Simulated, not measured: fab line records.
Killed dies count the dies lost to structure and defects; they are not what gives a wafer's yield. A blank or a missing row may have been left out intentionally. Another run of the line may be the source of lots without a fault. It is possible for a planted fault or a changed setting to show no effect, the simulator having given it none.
Which tool is to blame? | flow n5 finfet | 8 lots, 24 wafers sampled, at 8 steps of a route of 1938

WHAT EACH GAUGE READ, for each wafer
N5_BEOL_M0_SAQP_INSPECT_16: inspects for defects (brightfield).
lot  | measured    | on                | raw defect count
L124 | day 6 07:33 | defect inspect-02 | 383 450 535
L125 | day 6 13:26 | defect inspect-02 | 520 591 456
L126 | day 6 21:39 | defect inspect-01 | 450 403 476
L134 | day 8 15:33 | defect inspect-01 | 317 362 246
L135 | day 8 18:58 | defect inspect-01 | 1411 551 1709
L136 | day 9 03:22 | defect inspect-02 | 443 685 722
L137 | day 9 09:46 | defect inspect-02 | 1488 466 1516
L138 | day 9 14:02 | defect inspect-02 | 487 472 409

N5_BEOL_M0_SAQP_INSPECT_42: inspects for defects (brightfield).
lot  | measured    | on                | raw defect count
L124 | day 6 11:23 | defect inspect-01 | 245 272 274
L125 | day 6 17:53 | defect inspect-01 | 299 192 245
L126 | day 7 01:38 | defect inspect-02 | 298 249 199
L134 | day 8 19:50 | defect inspect-02 | 187 205 175
L135 | day 8 22:58 | defect inspect-01 | 1275 350 1336
L136 | day 9 07:24 | defect inspect-02 | 304 357 465
L137 | day 9 13:53 | defect inspect-02 | 1152 302 1297
L138 | day 9 18:40 | defect inspect-02 | 260 296 171

N5_BEOL_M0_CUTY_INSPECT_59: inspects for defects (macro).
lot  | measured    | on                | raw defect count
L124 | day 6 12:39 | defect inspect-01 | 1 1 2
L125 | day 6 19:16 | defect inspect-01 | 0 1 3
L126 | day 7 03:04 | defect inspect-02 | 1 1 3
L134 | day 8 21:34 | defect inspect-02 | 3 1 3
L135 | day 9 00:32 | defect inspect-02 | >300 2 >300
L136 | day 9 08:48 | defect inspect-02 | 4 3 4
L137 | day 9 15:23 | defect inspect-02 | >300 4 >300
L138 | day 9 19:56 | defect inspect-02 | 3 3 1

N5_BEOL_M4_RC_MEAS_101.
lot  | measured     | on        | DIBL_N (mV/V)  | DIBL_P (mV/V) | IOFF_N (nA/um) | IOFF_P (nA/um) | ION_N (uA/um) | ION_P (uA/um) | SS_N (mV/dec)  | SS_P (mV/dec)  | VT_N (mV)   | VT_P (mV)
L124 | day 11 17:44 | prober-01 | 37.3 36.6 36.6 | 39 36 38      | 0.21 0.16 0.18 | 0.29 0.23 0.29 | 708 683 682   | 478 467 476   | 71.3 72.1 70.9 | 74.5 73.8 74.0 | 242 248 243 | -242 -246 -243
L125 | day 12 18:28 | prober-02 | 40.6 38.6 39.5 | 39 38 37      | 0.20 0.19 0.19 | 0.30 0.30 0.26 | 661 674 692   | 466 477 475   | 73.0 71.6 71.4 | 74.1 74.0 73.9 | 248 247 248 | -244 -243 -247
L126 | day 12 09:07 | prober-02 | 34.7 33.9 34.8 | 34 33 35      | 0.13 0.12 0.13 | 0.22 0.19 0.23 | 659 661 674   | 464 461 475   | 71.6 71.3 71.1 | 73.4 72.3 72.6 | 251 253 255 | -247 -251 -246
L134 | day 14 11:16 | prober-02 | 36.4 32.7 35.0 | 36 31 33      | 0.15 0.10 0.13 | 0.20 0.17 0.17 | 684 666 664   | 466 463 455   | 71.6 70.4 71.5 | 73.5 72.9 72.6 | 252 257 257 | -252 -253 -254
L135 | day 14 04:21 | prober-02 | 38.4 38.2 38.4 | 40 39 41      | 0.22 0.21 0.22 | 0.28 0.25 0.30 | 711 687 685   | 479 465 471   | 72.2 71.8 72.6 | 73.7 73.8 74.4 | 246 247 246 | -248 -250 -246
L136 | day 14 05:19 | prober-01 | 34.6 38.4 40.5 | 36 38 41      | 0.12 0.18 0.23 | 0.22 0.24 0.32 | 669 671 693   | 471 469 476   | 71.3 71.9 72.6 | 73.4 73.8 74.8 | 256 250 246 | -249 -248 -243
L137 | day 15 06:35 | prober-01 | 38.9 38.1 40.2 | 39 40 41      | 0.21 0.19 0.25 | 0.29 0.34 0.35 | 685 683 692   | 470 478 478   | 72.4 72.1 72.4 | 73.9 73.0 74.0 | 247 246 243 | -243 -242 -241
L138 | day 14 14:53 | prober-02 | 36.8 37.6 42.1 | 38 39 43      | 0.15 0.18 0.30 | 0.25 0.29 0.40 | 675 680 712   | 469 478 482   | 71.2 71.5 72.6 | 73.1 73.6 75.5 | 253 247 241 | -245 -245 -240

TOOL THAT RAN EACH LOT (tool first, then ch and the chambers of the sampled wafers, then the start)
lot  | N5_MOL_CONTACT_COAG_CVD_140  | N5_BEOL_M0_SAQP_PECVD_00       | N5_BEOL_M0_SAQP_HM_DEP_111     | N5_BEOL_M0_SAQP_DESCUM_19
L124 | cvd w-02 ch 0,1, day 6 02:28 | pecvd-01 ch 0,1,2, day 6 06:31 | pecvd-01 ch 1,2, day 6 07:03   | rie diel-03 ch 0,3, day 6 07:35
L125 | cvd w-02 ch 0,1, day 6 08:28 | pecvd-03 ch 0,1,2, day 6 12:29 | pecvd-03 ch 0,1, day 6 12:56   | rie diel-02 ch 0,2,3, day 6 13:28
L126 | cvd w-02 ch 0,1, day 6 16:16 | pecvd-03 ch 0,1, day 6 20:16   | pecvd-04 ch 1,2, day 6 21:09   | rie diel-03 ch 1,2,3, day 6 21:41
L134 | cvd w-02 ch 0, day 8 10:41   | pecvd-01 ch 1,2, day 8 14:41   | pecvd-03 ch 0,1,2, day 8 15:10 | rie diel-02 ch 1,2,3, day 8 15:35
L135 | cvd w-01 ch 0,1, day 8 12:55 | pecvd-01 ch 1,2, day 8 17:41   | pecvd-01 ch 1,2, day 8 18:28   | rie diel-03 ch 1,2, day 8 19:00
L136 | cvd w-02 ch 0, day 8 21:24   | pecvd-04 ch 0,2, day 9 01:31   | pecvd-03 ch 1,2, day 9 02:52   | rie diel-03 ch 0,2, day 9 03:24
L137 | cvd w-01 ch 0, day 9 00:37   | pecvd-01 ch 1,2, day 9 04:37   | pecvd-04 ch 1,2, day 9 09:16   | rie diel-03 ch 1,2,3, day 9 09:51
L138 | cvd w-01 ch 0,1, day 9 09:02 | pecvd-04 ch 0,2, day 9 13:04   | pecvd-04 ch 0,1,2, day 9 13:31 | rie diel-03 ch 0,2,3, day 9 14:11
- N5_MOL_CONTACT_COAG_CVD_140: deposits W, target thk 66.5 nm, time 215 s.
- N5_BEOL_M0_SAQP_PECVD_00: deposits SiCN from 3MS/NH3, target thk 8 nm, time 14 s.
- N5_BEOL_M0_SAQP_HM_DEP_111: deposits SiO2 from SiH4/N2O, target thk 12 nm, time 7.2 s.
- N5_BEOL_M0_SAQP_DESCUM_19: chemistry O2, time 7.9 s.

WHAT THE TOOLS THEMSELVES READ (means of the sampled wafers that have a number; where no wafer has one, the mark that the record gives instead)
N5_MOL_CONTACT_COAG_CVD_140.
lot  | tool     | heater power w (W)
L124 | cvd w-02 | 483
L125 | cvd w-02 | 474
L126 | cvd w-02 | 493
L134 | cvd w-02 | 452
L135 | cvd w-01 | 448
L136 | cvd w-02 | 447
L137 | cvd w-01 | 561
L138 | cvd w-01 | 506

N5_BEOL_M0_SAQP_PECVD_00.
lot  | tool     | showerhead plenum p Torr (Torr) | throttle valve pct (%)
L124 | pecvd-01 | 3.653                           | 9.1
L125 | pecvd-03 | 3.661                           | 9.0
L126 | pecvd-03 | 3.665                           | 9.2
L134 | pecvd-01 | 3.666                           | 9.1
L135 | pecvd-01 | 3.661                           | 9.2
L136 | pecvd-04 | 3.662                           | 8.6
L137 | pecvd-01 | 3.670                           | 9.1
L138 | pecvd-04 | 3.657                           | 8.6

N5_BEOL_M0_SAQP_HM_DEP_111.
lot  | tool     | heater power w (W) | showerhead plenum p Torr (Torr)
L124 | pecvd-01 | 882                | 8.03
L125 | pecvd-03 | 840                | 8.17
L126 | pecvd-04 | 781                | 8.20
L134 | pecvd-03 | 776                | 8.11
L135 | pecvd-01 | 851                | 8.17
L136 | pecvd-03 | 850                | 8.03
L137 | pecvd-04 | 790                | 8.18
L138 | pecvd-04 | 818                | 8.14

N5_BEOL_M0_SAQP_DESCUM_19.
lot  | tool        | drypump motor current A (A) | oes product au (a.u.) | rf vpp V (V) | showerhead plenum p Torr (Torr) | temp c (C) | throttle valve pct (%)
L124 | rie diel-03 | 5.9                         | 0.86                  | 243.9        | 2.15                            | 40.03      | 20.1
L125 | rie diel-02 | 5.8                         | 0.74                  | 242.6        | 2.07                            | 39.89      | 20.6
L126 | rie diel-03 | 5.7                         | 0.84                  | 245.0        | 2.20                            | 40.02      | 20.4
L134 | rie diel-02 | 5.7                         | 0.77                  | 242.8        | 2.05                            | 39.84      | 20.4
L135 | rie diel-03 | 6.1                         | 0.82                  | 244.3        | 2.19                            | 40.06      | 20.5
L136 | rie diel-03 | 6.1                         | 0.83                  | 243.6        | 2.15                            | 40.01      | 20.2
L137 | rie diel-03 | 5.8                         | 0.82                  | 245.1        | 2.19                            | 40.03      | 20.4
L138 | rie diel-03 | 5.8                         | 0.86                  | 245.1        | 2.17                            | 40.00      | 20.1

THE ANSWER, worked out from the rows above alone
Rule: usual is defined by the lots themselves. The widest of any qualifying gaps counts: lots, ordered by their means at a reading, are off when they make up no more than a third of the lots, leave a main group of 4 or more, and stand apart from it by 3 or more times the standard deviation of that group's means. The tables above print the reading to a certain number of digits; a main group whose means all agree to those digits is not used. Also off: a lot with no number at a reading for which 4 or more lots have one. The other lots that the step has rows for count as sound. The gauges are gone through in route order, then the tools' own readings, and for those a lot's mean is taken as printed above. At the first step where some lot is off, the reading lying furthest off is the one used; lots without a number count as furthest.
Off: L135, L137, at N5_BEOL_M0_SAQP_INSPECT_16 (raw defect count). Mean 467 and standard deviation 93 in the main group.
If a tool, at a process step before that reading, ran all the lots that are off and no sound lot after the first of them, it fits. Gauges at N5_BEOL_M0_SAQP_INSPECT_16: tried the same way as those tools. One fits: pecvd-01 at N5_BEOL_M0_SAQP_PECVD_00. A fault onset in the window from L134 (day 8 14:41, its last sound lot) to L135 (day 8 17:41, its first lot off) fits.

WHAT HAD BEEN PUT IN BY THE SIMULATOR
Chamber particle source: pecvd-01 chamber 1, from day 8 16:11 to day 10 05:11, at N5_BEOL_M0_SAQP_PECVD_00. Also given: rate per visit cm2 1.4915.
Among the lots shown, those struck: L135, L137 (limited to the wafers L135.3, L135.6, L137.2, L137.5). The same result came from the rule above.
